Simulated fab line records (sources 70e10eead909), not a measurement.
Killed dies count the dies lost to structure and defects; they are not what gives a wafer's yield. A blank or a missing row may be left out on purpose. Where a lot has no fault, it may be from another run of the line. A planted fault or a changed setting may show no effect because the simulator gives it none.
fab line records	flow nandHarc
record lots=7	wafers=21	lastDay=25
route steps=1159 shown A_WL_FILL@813 END@1159
lots that met no fault: from a run of the same line without faults
startH: start of the lot's first displayed wafer, in hours after the record's first day	waitH: hours from the lot's prior step to this one	" unchanged from the row above	L1.1+2: a single row standing in for several wafers	- value missing, or start not given	* or withheld: withheld	< > ~ a bound
route shown NAME@n: a module of which the file shows steps, and the number in the route of the first	usual: the fault-free wafers' mean and standard deviation	same: alike in all rows	chamber/n: place in a boat	sites: each site's reading	_std_site: the standard deviation of these	_edge_site: the outer-site mean with the inner-site mean subtracted	radiusMm: how far each site lies from the wafer's centre	mask NAME#n: copy n	behind: tool/chamber where the wafer was last shaped	hold: reason for holding the lot/hours on hold/outcome of the hold	device: transistor that didn't switch, given as n, p or np	end of line: tests run on the same wafers once the route is complete	a step with no rows: only its recipe	killed: the dies lost at the first sort to structure and to defects; this is not the yield of the wafer	map: shows each die of a wafer: x if killed, . if not, _ if none is there
set.NAME: the run value of the setting; set.NAME@STEP: its run value at that earlier step	model.NAME: the simulator's own value behind a step, which no gauge read
lots at selected steps of the route; one table per step, one row per wafer
services: a tool's chamber out of use, with start hour (startH, from the record's first day; less than 0 if before it), hours out, and reason
## steps
# step NHARC_A_WL_FILL_CVD_03
# recipe targetThkA=400	tempC=300	pressureTorr=40	wf6FlowSccm=40	h2FlowSccm=1600	arFlowSccm=1560	timeS=3302	material=W
# usual heaterPowerW=512/59	susceptorTempC=300.00/0.17	throttleValvePct=7.90/0.2
lot.wafer	tool	chamber	startH	waitH	heaterPowerW	susceptorTempC	throttleValvePct
L332.1	cvdW-01	1	341.81	3.3	545	300.35	8.07
L332.2	"	0	"	"	579	300.33	8.14
L332.3	"	1	"	"	519	300.35	8.12
L342.2	cvdW-02	0	402.34	5.9	464	299.88	7.70
L342.3	"	1	"	"	437	300.20	7.79
L342.6	"	0	404.23	7.8	476	299.97	7.78
L344.4	cvdW-01	1	424.19	4.4	526	299.92	8.09
L344.5	"	1	"	"	526	299.91	8.11
L344.6	"	0	"	"	591	299.92	7.78
L347.2	cvdW-02	0	453.44	7.9	476	300.12	7.81
L347.4	"	1	"	"	433	300.11	7.77
L347.5	"	0	455.32	9.8	456	300.05	7.99
L350.1	cvdW-02	0	455.79	10.2	467	300.12	7.90
L350.4	"	1	457.21	11.6	429	299.78	7.81
L350.5	"	1	"	"	423	300.11	7.59
L352.2	cvdW-01	0	459.11	2.6	590	299.77	8.06
L352.3	"	0	"	"	597	299.63	8.12
L352.5	"	1	"	"	520	299.93	8.03
L355.4	cvdW-01	1	470.37	8.0	529	-	8.03
L355.3	"	0	"	"	582	-	7.88
L355.5	"	1	"	"	534	-	7.95
# step NHARC_A_WL_FILL_ETCHBACK_04
# recipe targetDepthA=600	timeS=120	chemistry=NF3
# usual chamberPressureMTorr=300.00/0.29	drypumpMotorCurrentA=5.8/0.48	heBacksideLeakSccm=3.33/0.21	oesProductAu=1.002/0.007
lot.wafer	tool	chamber	startH	waitH	chamberPressureMTorr	drypumpMotorCurrentA	heBacksideLeakSccm	oesProductAu	rfHoursCounterH
L332.1	rieMetal-03	1	345.13	2.8	299.79	6.8	3.13	0.988	1.4
L332.2	"	0	"	"	299.92	6.0	2.93	1.004	1.4
L332.3	"	0	"	"	300.50	6.0	3.03	1.003	-
L342.2	rieMetal-03	1	405.23	2.4	299.99	6.8	3.33	1.005	3.4
L342.3	"	0	"	"	299.95	6.0	2.81	1.007	-
L342.6	"	0	"	"	300.51	6.0	3.04	1.007	-
L344.4	rieMetal-03	1	426.67	2.0	300.46	6.8	3.55	1.007	-
L344.5	"	1	"	"	299.77	6.8	3.30	1.004	-
L344.6	"	0	"	"	300.22	6.0	2.99	1.005	-
L347.2	rieMetal-02	1	456.28	2.4	299.68	5.4	3.62	1.002	1.6
L347.4	"	0	"	"	300.28	5.5	3.29	0.998	-
L347.5	"	0	"	"	299.95	5.5	3.45	0.997	-
L350.1	rieMetal-02	1	459.12	2.9	300.15	5.4	3.60	0.995	1.8
L350.4	"	1	"	"	299.87	5.4	3.53	0.998	-
L350.5	"	0	"	"	300.05	5.5	3.18	1.001	-
L352.2	rieMetal-02	1	461.97	2.4	299.78	5.4	3.57	0.982	2.1
L352.3	"	0	"	"	300.27	5.5	3.21	0.999	-
L352.5	"	1	"	"	299.80	5.4	3.49	0.988	-
L355.4	rieMetal-01	0	472.79	2.0	300.21	5.7	3.50	1.013	-
L355.3	"	1	"	"	299.82	5.9	3.34	1.005	-
L355.5	"	0	"	"	300.18	5.7	3.31	1.009	-
# step NHARC_A_WL_FILL_ETCHBACK_05
# recipe targetDepthA=220	timeS=60	tempC=40	chemistry=Cl2/BCl3
# usual chamberPressureMTorr=10.000/0.0089	drypumpMotorCurrentA=5.8/0.48	heBacksideLeakSccm=3.38/0.24	oesProductAu=1.002/0.0067
lot.wafer	tool	chamber	startH	waitH	chamberPressureMTorr	drypumpMotorCurrentA	heBacksideLeakSccm	oesProductAu	rfHoursCounterH
L332.2	rieMetal-03	1	345.37	0.2	9.999	6.8	3.30	0.998	1.5
L332.1	"	0	"	"	10.004	6.0	3.16	0.994	1.5
L332.3	"	0	"	"	10.005	6.0	3.24	1.007	-
L342.2	rieMetal-03	0	405.44	0.2	9.991	6.1	3.18	1.009	3.5
L342.3	"	1	"	"	9.996	6.8	3.24	0.989	-
L342.6	"	0	"	"	9.984	6.0	3.01	1.003	-
L344.4	rieMetal-03	0	426.88	0.2	10.000	6.0	3.03	1.013	-
L344.5	"	1	"	"	10.007	6.8	3.14	0.995	-
L344.6	"	0	"	"	10.019	6.1	3.07	1.001	-
L347.2	rieMetal-02	0	456.52	0.2	10.007	5.4	3.34	1.000	1.7
L347.4	"	1	"	"	9.999	5.4	3.61	1.004	-
L347.5	"	0	"	"	9.996	5.5	3.33	1.007	-
L350.1	rieMetal-02	0	459.37	0.2	10.009	5.5	3.26	1.001	2.0
L350.4	"	0	"	"	9.997	5.5	3.14	1.008	-
L350.5	"	1	"	"	10.006	5.4	3.56	0.998	-
L352.2	rieMetal-02	1	462.18	0.2	9.981	5.4	3.66	1.000	2.3
L352.3	"	0	"	"	10.007	5.5	3.30	1.004	-
L352.5	"	0	"	"	10.001	5.5	3.20	1.010	-
L355.4	rieMetal-01	1	472.99	0.2	10.004	5.9	3.59	1.002	-
L355.3	"	0	"	"	9.980	5.7	3.34	1.008	-
L355.5	"	1	"	"	9.996	5.9	3.49	1.008	-
# step NHARC_A_WL_FILL_STRIP_27
# recipe powerW=1500	tempC=250	timeS=20	chemistry=N2/H2
# step NHARC_A_WL_FILL_STRIP_28
# recipe timeS=1200	tempC=72.5	chemistry=postEtchResidueRemover
# step NHARC_A_WL_FILL_PRECLEAN_06
# recipe timeS=300	chemistry=DIW
# step NHARC_A_WL_FILL_SRD_07
# step NHARC_A_WL_FILL_ANNEAL_08
# recipe tempC=450	timeS=1800
# step NHARC_A_WL_FILL_ALD_10
# recipe targetThkA=500	pulseTimeS=10	aldCycles=500	tempC=300	material=SiO2
# step NHARC_A_WL_FILL_ETCHBACK_16
# recipe targetDepthA=880	timeS=17.6	c4f8FlowSccm=withheld	o2FlowSccm=8	arFlowSccm=withheld	rfW=600	biasW=800	chemistry=C4F8/O2/Ar
# usual biasW=800.2/2.6	chamberPressureMTorr=25.002/0.024	oesProductAu=0.97/0.032	rfVppV=724/3.4
lot.wafer	tool	chamber	startH	waitH	biasW	chamberPressureMTorr	oesProductAu	rfHoursCounterH	rfVppV
L332.2	rieDiel-01	1	-	-	801.0	25.030	1.00	2.1	723
L332.3	"	2	"	"	803.5	24.961	0.99	1.7	730
L332.1	"	0	"	"	799.1	24.994	1.00	2.3	731
L342.2	rieDiel-06	2	-	-	797.3	25.034	0.93	5.4	722
L342.3	"	3	"	"	802.0	25.022	0.93	5.1	726
L342.6	"	1	"	"	799.0	24.974	0.93	-	718
L344.4	rieDiel-01	0	-	-	799.1	25.014	1.01	8.0	730
L344.6	"	1	"	"	800.9	25.006	1.00	-	725
L344.5	"	2	"	"	804.7	25.037	1.00	-	731
L347.2	rieDiel-07	1	-	-	795.0	25.006	1.00	1.2	720
L347.4	"	2	"	"	800.3	25.025	1.00	1.2	728
L347.5	"	1	"	"	798.0	25.014	1.00	-	721
L350.4	rieDiel-07	2	-	-	804.4	24.982	1.00	1.2	726
L350.1	"	3	"	"	804.7	24.978	1.00	1.2	725
L350.5	"	1	"	"	801.1	24.970	1.01	-	720
L352.3	rieDiel-07	2	-	-	797.2	24.993	0.98	1.2	728
L352.2	"	3	"	"	800.0	24.984	1.00	1.2	724
L352.5	"	1	"	"	802.3	24.985	1.00	-	721
L355.3	rieDiel-07	2	-	-	805.0	24.941	1.02	1.3	728
L355.4	"	3	"	"	794.1	24.988	1.02	1.2	724
L355.5	"	1	"	"	798.6	25.007	1.01	-	722
# step NHARC_A_WL_FILL_STRIP_29
# recipe timeS=20	o2FlowSccm=500	arFlowSccm=0	biasW=0	chemistry=O2
# usual drypumpMotorCurrentA=5.7/0.49	oesProductAu=1.003/0.0088	rfVppV=57.7/0.87	showerheadPlenumPTorr=3.55/0.12	throttleValvePct=17.036/0.0085
lot.wafer	tool	chamber	startH	waitH	drypumpMotorCurrentA	oesProductAu	rfHoursCounterH	rfVppV	showerheadPlenumPTorr	throttleValvePct
L332.1	rieDiel-01	2	357.20	0.1	5.3	0.995	1.7	57.3	3.79	17.039
L332.2	"	3	"	"	5.5	0.995	2.0	56.7	3.57	17.036
L332.3	"	0	"	"	5.5	1.002	2.3	57.4	3.75	17.035
L342.3	rieDiel-06	1	413.23	0.1	5.8	1.012	5.5	57.0	3.34	17.038
L342.2	"	3	"	"	5.4	1.003	5.2	58.7	3.58	17.037
L342.6	"	1	"	"	5.8	1.011	-	56.8	3.34	17.040
L344.4	rieDiel-01	1	438.95	0.1	5.4	0.986	7.9	56.0	3.55	17.035
L344.5	"	3	"	"	5.5	0.998	-	58.4	3.57	17.043
L344.6	"	0	"	"	5.6	0.993	-	56.8	3.75	17.025
L347.4	rieDiel-07	2	468.78	0.1	5.1	1.001	1.2	57.8	3.67	17.027
L347.2	"	0	"	"	6.2	0.979	1.1	57.9	3.56	17.041
L347.5	"	2	"	"	5.1	0.995	-	58.2	3.67	17.037
L350.4	rieDiel-07	2	470.67	0.1	5.1	1.008	1.2	58.2	3.67	17.046
L350.1	"	3	"	"	5.8	1.020	1.2	58.2	3.55	17.034
L350.5	"	3	"	"	5.8	1.016	-	57.7	3.55	17.035
L352.3	rieDiel-07	2	471.93	0.1	5.1	0.998	1.2	57.2	3.67	17.028
L352.2	"	3	"	"	5.7	1.006	1.2	56.9	3.55	17.040
L352.5	"	1	"	"	6.3	0.994	-	56.9	3.43	17.033
L355.3	rieDiel-07	1	480.53	0.1	6.3	1.005	1.3	57.3	3.43	17.023
L355.4	"	2	"	"	5.1	1.002	1.3	56.8	3.67	17.040
L355.5	"	1	"	"	6.3	1.015	-	57.3	3.43	17.047
# step NHARC_A_WL_FILL_ETCHBACK_17
# recipe targetDepthA=40	timeS=26.7	chemistry=Cl2/BCl3
# usual chamberPressureMTorr=10.001/0.0089	drypumpMotorCurrentA=5.8/0.42	heBacksideLeakSccm=3.38/0.2	oesProductAu=1.003/0.008
lot.wafer	tool	chamber	startH	waitH	chamberPressureMTorr	drypumpMotorCurrentA	heBacksideLeakSccm	oesProductAu	rfHoursCounterH
L332.2	rieMetal-01	0	357.28	-	10.017	5.7	3.59	0.995	0.5
L332.1	"	1	"	"	9.999	5.9	3.64	1.001	0.5
L332.3	"	0	"	"	10.011	5.7	3.65	1.005	-
L342.2	rieMetal-02	0	413.31	-	9.999	5.5	3.21	0.989	0.1
L342.3	"	1	"	"	10.007	5.4	3.59	0.997	-
L342.6	"	0	"	"	10.010	5.5	3.30	1.003	-
L344.4	rieMetal-02	1	439.10	-	10.002	5.4	3.53	1.005	-
L344.5	"	0	"	"	10.017	5.5	3.05	0.989	-
L344.6	"	1	"	"	10.019	5.4	3.68	0.993	-
L347.2	rieMetal-02	0	468.88	-	-	-	-	-	-
L347.4	"	0	"	"	-	-	-	-	-
L347.5	"	0	"	"	-	-	-	-	-
L350.1	rieMetal-01	0	470.77	-	-	-	-	-	-
L350.4	"	0	"	"	-	-	-	-	-
L350.5	"	0	"	"	-	-	-	-	-
L352.2	rieMetal-03	0	472.03	-	-	-	-	-	-
L352.3	"	0	"	"	-	-	-	-	-
L352.5	"	0	"	"	-	-	-	-	-
L355.4	rieMetal-01	1	480.65	-	9.996	5.9	3.25	0.998	-
L355.3	"	0	"	"	10.006	5.7	3.58	1.018	-
L355.5	"	1	"	"	10.002	5.9	3.17	1.008	-
# step NHARC_A_WL_FILL_PRECLEAN_18
# recipe timeS=30	chemistry=dHF
# step NHARC_END_SORT_01
# recipe tempC=25
# usual killedAtArray=25/9.8	killedAtOther=0.8/1.1	killedAtPeriphery=3.3/2.1	killedDies=29/10	killedOpen=3.3/1.8	killedShort=1.9/1.4
# same grossDies=677
lot.wafer	tool	chamber	startH	waitH	killedAtArray	killedAtOther	killedAtPeriphery	killedDies	killedOpen	killedShort
L350.1	prober-02	0	565.23	2.5	675	0	2	677	1	2
L350.4	prober-02	0	567.64	3.4	676	1	0	677	4	0
L350.5	prober-02	0	568.44	3.7	675	0	2	677	5	1
L347.2	prober-01	0	572.34	2.8	672	0	5	677	3	3
L347.4	prober-01	0	573.94	3.4	675	1	1	677	2	2
L347.5	prober-01	0	574.75	3.7	673	1	3	677	3	0
L352.2	prober-02	0	573.83	2.8	671	0	6	677	2	2
L352.3	prober-02	0	574.62	3.1	671	0	6	677	5	1
L352.5	prober-02	0	576.20	3.6	669	2	6	677	7	2
# killed by level:class
L350.1 A_WL_FILL:areaEtchback=641 A_CHANNEL_HOLE_D1:chamberFilmFlake=16 A_SLIT:chamberFilmFlake=9 A_CONTACT:chamberFilmFlake=5 P_CONTACT:geometricParticle:short=1 A_CHANNEL_FILL_D1:geometricParticle:short=1 A_CONTACT:geometricParticle:open=1 P_STI:chamberFilmFlake=1
L350.4 A_WL_FILL:areaEtchback=631 A_SLIT:chamberFilmFlake=18 A_CHANNEL_HOLE_D1:chamberFilmFlake=13 A_STAIRCASE:chamberFilmFlake=5 A_CONTACT:chamberFilmFlake=4 A_WL_FILL:geometricParticle:open=2 A_CHANNEL_FILL_D1:geometricParticle:open=1 A_BLC:geometricParticle:open=1
L350.5 A_WL_FILL:areaEtchback=629 A_SLIT:chamberFilmFlake=21 A_CHANNEL_HOLE_D1:chamberFilmFlake=15 A_STAIRCASE:chamberFilmFlake=3 A_CONTACT:chamberFilmFlake=2 P_CONTACT:geometricParticle:open=1 P_M0:geometricParticle:open=1 A_CHANNEL_FILL_D1:geometricParticle:open=1
L347.2 A_WL_FILL:areaEtchback=645 A_CHANNEL_HOLE_D1:chamberFilmFlake=20 A_STAIRCASE:chamberFilmFlake=2 P_GATE:chamberFilmFlake=2 A_CONTACT:chamberFilmFlake=2 P_STI:geometricParticle:open=1 P_CONTACT:geometricParticle:short=1 P_M0:geometricParticle:open=1
L352.2 A_WL_FILL:areaEtchback=634 A_SLIT:chamberFilmFlake=17 A_CHANNEL_HOLE_D1:chamberFilmFlake=12 P_GATE:chamberFilmFlake=2 P_M1:chamberFilmFlake=2 A_CHANNEL_FILL_D1:chamberFilmFlake=2 A_SOURCE_PLATE:geometricParticle:short=1 A_STAIRCASE:geometricParticle:short=1
L347.4 A_WL_FILL:areaEtchback=663 A_CHANNEL_HOLE_D1:chamberFilmFlake=8 A_CHANNEL_FILL_D1:geometricParticle:short=1 A_WL_FILL:geometricParticle:short=1 A_WL_FILL:geometricParticle:open=1 A_CONTACT:geometricParticle:open=1 P_ZERO_WELL:chamberFilmFlake=1 THIN_TSV:chamberFilmFlake=1
L352.3 A_WL_FILL:areaEtchback=625 A_CHANNEL_HOLE_D1:chamberFilmFlake=25 A_SLIT:chamberFilmFlake=8 A_WL_FILL:chamberFilmFlake=3 A_BLC:chamberFilmFlake=3 P_M1:chamberFilmFlake=2 A_CONTACT:chamberFilmFlake=2 P_GATE:geometricParticle:open=1
L347.5 A_WL_FILL:areaEtchback=642 A_CHANNEL_HOLE_D1:chamberFilmFlake=21 A_CONTACT:chamberFilmFlake=4 A_STAIRCASE:chamberFilmFlake=2 P_M1:geometricParticle:open=1 A_ONON_D1:geometricParticle:open=1 A_CONTACT:geometricParticle:open=1 P_ZERO_WELL:chamberFilmFlake=1
L352.5 A_WL_FILL:areaEtchback=622 A_CHANNEL_HOLE_D1:chamberFilmFlake=22 A_SLIT:chamberFilmFlake=14 P_M1:chamberFilmFlake=4 A_WL_FILL:chamberFilmFlake=2 A_BLC:chamberFilmFlake=2 P_CONTACT:geometricParticle:open=1 A_SOURCE_PLATE:geometricParticle:open=1
# map L347.2 (x killed, . not)
____________x____________
_________xxxxxxx_________
_______xxxxxxxxxxx_______
______xxxxxxxxxxxxx______
_____xxxxxxxxxxxxxxx_____
____xxxxxxxxxxxxxxxxx____
____xxxxxxxxxxxxxxxxx____
___xxxxxxxxxxxxxxxxxxx___
___xxxxxxxxxxxxxxxxxxx___
__xxxxxxxxxxxxxxxxxxxxx__
__xxxxxxxxxxxxxxxxxxxxx__
_xxxxxxxxxxxxxxxxxxxxxxx_
_xxxxxxxxxxxxxxxxxxxxxxx_
_xxxxxxxxxxxxxxxxxxxxxxx_
_xxxxxxxxxxxxxxxxxxxxxxx_
_xxxxxxxxxxxxxxxxxxxxxxx_
xxxxxxxxxxxxxxxxxxxxxxxxx
xxxxxxxxxxxxxxxxxxxxxxxxx
xxxxxxxxxxxxxxxxxxxxxxxxx
xxxxxxxxxxxxxxxxxxxxxxxxx
xxxxxxxxxxxxxxxxxxxxxxxxx
_xxxxxxxxxxxxxxxxxxxxxxx_
_xxxxxxxxxxxxxxxxxxxxxxx_
_xxxxxxxxxxxxxxxxxxxxxxx_
_xxxxxxxxxxxxxxxxxxxxxxx_
_xxxxxxxxxxxxxxxxxxxxxxx_
__xxxxxxxxxxxxxxxxxxxxx__
__xxxxxxxxxxxxxxxxxxxxx__
___xxxxxxxxxxxxxxxxxxx___
___xxxxxxxxxxxxxxxxxxx___
____xxxxxxxxxxxxxxxxx____
____xxxxxxxxxxxxxxxxx____
_____xxxxxxxxxxxxxxx_____
______xxxxxxxxxxxxx______
_______xxxxxxxxxxx_______
_________xxxxxxx_________
____________x____________
# map L350.1 (x killed, . not)
____________x____________
_________xxxxxxx_________
_______xxxxxxxxxxx_______
______xxxxxxxxxxxxx______
_____xxxxxxxxxxxxxxx_____
____xxxxxxxxxxxxxxxxx____
____xxxxxxxxxxxxxxxxx____
___xxxxxxxxxxxxxxxxxxx___
___xxxxxxxxxxxxxxxxxxx___
__xxxxxxxxxxxxxxxxxxxxx__
__xxxxxxxxxxxxxxxxxxxxx__
_xxxxxxxxxxxxxxxxxxxxxxx_
_xxxxxxxxxxxxxxxxxxxxxxx_
_xxxxxxxxxxxxxxxxxxxxxxx_
_xxxxxxxxxxxxxxxxxxxxxxx_
_xxxxxxxxxxxxxxxxxxxxxxx_
xxxxxxxxxxxxxxxxxxxxxxxxx
xxxxxxxxxxxxxxxxxxxxxxxxx
xxxxxxxxxxxxxxxxxxxxxxxxx
xxxxxxxxxxxxxxxxxxxxxxxxx
xxxxxxxxxxxxxxxxxxxxxxxxx
_xxxxxxxxxxxxxxxxxxxxxxx_
_xxxxxxxxxxxxxxxxxxxxxxx_
_xxxxxxxxxxxxxxxxxxxxxxx_
_xxxxxxxxxxxxxxxxxxxxxxx_
_xxxxxxxxxxxxxxxxxxxxxxx_
__xxxxxxxxxxxxxxxxxxxxx__
__xxxxxxxxxxxxxxxxxxxxx__
___xxxxxxxxxxxxxxxxxxx___
___xxxxxxxxxxxxxxxxxxx___
____xxxxxxxxxxxxxxxxx____
____xxxxxxxxxxxxxxxxx____
_____xxxxxxxxxxxxxxx_____
______xxxxxxxxxxxxx______
_______xxxxxxxxxxx_______
_________xxxxxxx_________
____________x____________
## services
tool	chamber	startH	hours	kind
rieDiel-07	1	320.46	6.3	repair
cvdW-02	-	330.26	0.2	repair
rieMetal-01	-	332.00	9.0	pm
rieDiel-07	0	335.20	-	clean
rieDiel-07	1	335.20	-	clean
rieDiel-07	2	335.20	-	clean
rieDiel-07	3	335.20	-	clean
rieDiel-07	0	359.70	-	clean
rieDiel-06	2	359.77	3.6	repair
rieDiel-06	3	361.06	7.5	repair
cvdW-02	-	377.86	13.0	pm
rieMetal-02	-	388.19	9.0	pm
rieMetal-02	0	388.19	9.0	ventCycle
rieMetal-02	1	388.19	9.0	ventCycle
rieMetal-01	-	391.45	1.5	repair
rieMetal-02	0	397.19	-	clean
rieMetal-02	1	397.19	-	clean
rieDiel-07	2	402.42	5.2	repair
rieDiel-07	-	405.20	9.0	pm
rieMetal-03	-	414.47	0.5	repair
rieDiel-06	-	418.20	9.0	pm
rieMetal-01	1	448.59	15.4	repair
rieMetal-03	-	453.00	9.0	pm
rieDiel-07	0	466.83	1.4	repair
## key
firstSign step=NHARC_A_WL_FILL_ETCHBACK_17	reading=toolRecord	direction=missing
effect step=NHARC_END_SORT_01	reading=killedAtArray	direction=up	sigmas=66	usual=25	struck=673
moreKillsBornAt NHARC_A_WL_FILL_ETCHBACK_17@rieMetal-02=1950	NHARC_A_WL_FILL_ETCHBACK_17@rieMetal-01=1901	NHARC_A_WL_FILL_ETCHBACK_17@rieMetal-03=1879
metAt NHARC_A_WL_FILL_ETCHBACK_17
struckWafers L347.2,L347.4,L347.5,L350.1,L350.4,L350.5,L352.2,L352.3,L352.5
laterRowsLeftOut L347.2,L347.4,L347.5,L350.1,L350.4,L350.5,L352.2,L352.3,L352.5
testerLeftOut L347,L350,L352
onsetBetween 439.10 468.88
fault kind=skippedStepWhole	tool=rieMetal-01,rieMetal-02,rieMetal-03	chamber=-	onsetH=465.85	steps=NHARC_A_WL_FILL_ETCHBACK_17	scope=struckLotsOnly
# testerLeftOut: of these lots the tester's yield and bins aren't shown, on N5 and GAA mostly nor the transistor test; their killed dies are dies lost to structure and defects alone, not to doping, threshold or leakage, so they don't give the yield
# laterRowsLeftOut: the simulator's readings of these wafers behind a module that went badly wrong aren't trusted and aren't shown, but for the sort
